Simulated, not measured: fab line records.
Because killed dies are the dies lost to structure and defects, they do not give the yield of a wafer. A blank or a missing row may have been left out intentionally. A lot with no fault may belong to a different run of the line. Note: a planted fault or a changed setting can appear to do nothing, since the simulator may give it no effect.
Split-lot study    flow n5Finfet    route with 1938 steps; 7 lots, 39 wafers read

## THE SPLIT ITSELF
At N5_BEOL_M0_SAQP_SPACER2_ALD_26 (deposits SiO2, target thk 15 nm, pulse time 1 s, purge time 2 s), the setting targetThkA was moved away from the recipe's 150 angstrom on 18 of the 39 wafers read, by -45.9% to +59.8%. The other wafers ran this setting at the recipe's value.

## FROM THE SPLIT TO THE READING: what the file shows between them, 2 steps
- N5_BEOL_M0_SAQP_SPACER2_ETCHBACK_27: etches SiO2 in CHF3/O2, target depth 22.5 nm, time 11.25 s
- N5_BEOL_M0_SAQP_MANDREL2_REMOVE_110: chemistry HBr/Cl2/O2, target a-Si, stops on SiCN, bt time 10 s

## THE READING
cdNm (nm) at N5_BEOL_M0_SAQP_CD_MEAS_29, where the cd target is 14.4 nm. Typical for fault-free wafers on this fab line: 15.04 nm, with standard deviation 0.22 nm.

wafer   tool, chamber at the split  targetThkA as run, angstrom  against the recipe  cdNm, nm  against lot-mates on the recipe
L081.1  aldSin-04, 2                150                          recipe              15.18     -
L081.2  aldSin-04, 0                150                          recipe              14.82     -
L081.3  aldSin-04, 3                112.1                        -25.3%              11.03     -3.96
L081.4  aldSin-04, 1                112.1                        -25.3%              11.02     -3.97
L081.5  aldSin-04, 2                150                          recipe              14.96     -
L081.6  aldSin-04, 1                112.1                        -25.3%              11.20     -3.79
L082.1  aldSin-01, 1,2              190.9                        +27.3%              19.03     +3.88
L082.2  aldSin-01, 0,3              150                          recipe              14.89     -
L082.3  aldSin-01, 0,3              150                          recipe              15.16     -
L082.4  aldSin-01, 2                190.9                        +27.3%              19.25     +4.10
L082.5  aldSin-01, 1                150                          recipe              15.39     -
L082.6  aldSin-01, 1,2              190.9                        +27.3%              19.04     +3.89
L090.1  aldSin-03, 2,3,2            187.5                        +25.0%              18.83     +3.91
L090.2  aldSin-03, 2,3,2            187.5                        +25.0%              18.32     +3.40
L090.3  aldSin-03, 1                150                          recipe              14.98     -
L090.4  aldSin-03, 0                150                          recipe              14.91     -
L090.5  aldSin-03, 1                150                          recipe              14.86     -
L090.6  aldSin-03, 2,3,2            187.5                        +25.0%              19.15     +4.23
L091.1  aldSin-04, 1,2              81.09                        -45.9%              7.85      -7.12
L091.2  aldSin-04, 3,0              150                          recipe              14.98     -
L091.3  aldSin-04, 0                81.09                        -45.9%              8.18      -6.79
L091.4  aldSin-04, 1,2              81.09                        -45.9%              8.02      -6.95
L091.5  aldSin-04, 3,0              150                          recipe              15.41     -
L091.6  aldSin-04, 3                150                          recipe              14.52     -
L095.1  aldSin-03, 0                150                          recipe              15.00     -
L095.2  aldSin-03, 1,2,2            224.8                        +49.9%              22.44     +7.35
L095.3  aldSin-03, 1,2,2            224.8                        +49.9%              22.80     +7.71
L095.4  aldSin-03, 0                150                          recipe              15.21     -
L095.5  aldSin-03, 1                150                          recipe              15.05     -
L095.6  aldSin-03, 1,2,2            224.8                        +49.9%              22.32     +7.23
L096.1  aldSin-03, 0                239.7                        +59.8%              23.82     +8.84
L096.2  aldSin-03, 1,0              150                          recipe              15.16     -
L096.3  aldSin-03, 2                150                          recipe              14.88     -
L096.4  aldSin-03, 1,2              239.7                        +59.8%              24.06     +9.08
L096.5  aldSin-03, 1,0              150                          recipe              14.90     -
L096.6  aldSin-03, 1,2              239.7                        +59.8%              24.15     +9.17
L097.3  aldSin-01, 3,2,1            150                          recipe              15.04     -
L097.4  aldSin-01, 3,2,1            150                          recipe              15.46     -
L097.6  aldSin-01, 3,2,1            150                          recipe              15.20     -
Rows listing several chambers each stand for several wafers; the file does not say which wafer went through which chamber.

FIT RESULTS
A straight line over all 39 wafers: cdNm changes by +0.151 nm for each +1% of targetThkA; r = +1.00; the points scatter about the line by 0.21 nm.
The same after taking each lot's own level away (the mean of its wafers on the recipe; 39 wafers): +0.151 nm for each +1%; r = +1.00; scatter 0.2 nm.
The reading moves by 9 nm for the largest change in targetThkA, on that fit.
From 14.917 to 15.233 nm: that is the span of the lots' own levels, equal to 1.4 times the standard deviation above.
So the lot-to-lot level changes the slope little: the two slopes agree.
Check: with one of the wafers moved furthest among these (+59.8%) left out of the fit, the line predicts +9.02 nm for it against its lot-mates. Against them it came out at +8.84 nm.

## THE WHOLE CHAIN: every reading that the file lists as answering this split, in the file's order
step                                 what it does                                                             reading                                                                                     change (the file's fit)                r (the file's)
N5_BEOL_M0_SAQP_SPACER2_ALD_26       deposits SiO2, target thk 15 nm, pulse time 1 s, purge time 2 s          SiO2_of_BEOL_M0_SAQP_SPACER2_ALD_26.thkNm (the simulator's own value, which no gauge read)  +0.151 nm for each +1% of the setting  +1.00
N5_BEOL_M0_SAQP_MANDREL2_REMOVE_110  chemistry HBr/Cl2/O2, target a-Si, stops on SiCN, bt time 10 s           BEOL_M0_SAQP.cdNm (the simulator's own value, which no gauge read)                          +0.153 nm for each +1% of the setting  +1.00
N5_BEOL_M0_SAQP_CD_MEAS_29           target cd 14.4 nm                                                        cdNm                                                                                        +0.151 nm for each +1% of the setting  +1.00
N5_BEOL_M0_CUTY_ETCH_63              etches SOC in N2/H2, target depth 82.7 nm, overetch 16.5 nm, time 124 s  SiO2_of_BEOL_M0_SAQP_SPACER2_ALD_26.thkNm (the simulator's own value, which no gauge read)  +0.144 nm for each +1% of the setting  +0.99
N5_BEOL_M0_HM_OPEN_105               chemistry Cl2/BCl3, target TiN, target depth 12 nm                       SiO2_of_BEOL_M0_SAQP_SPACER2_ALD_26.thkNm (the simulator's own value, which no gauge read)  +0.125 nm for each +1% of the setting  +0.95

## THE FILE'S OWN FIT
cdNm changes by +0.151 nm for each +1% of targetThkA, r = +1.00.
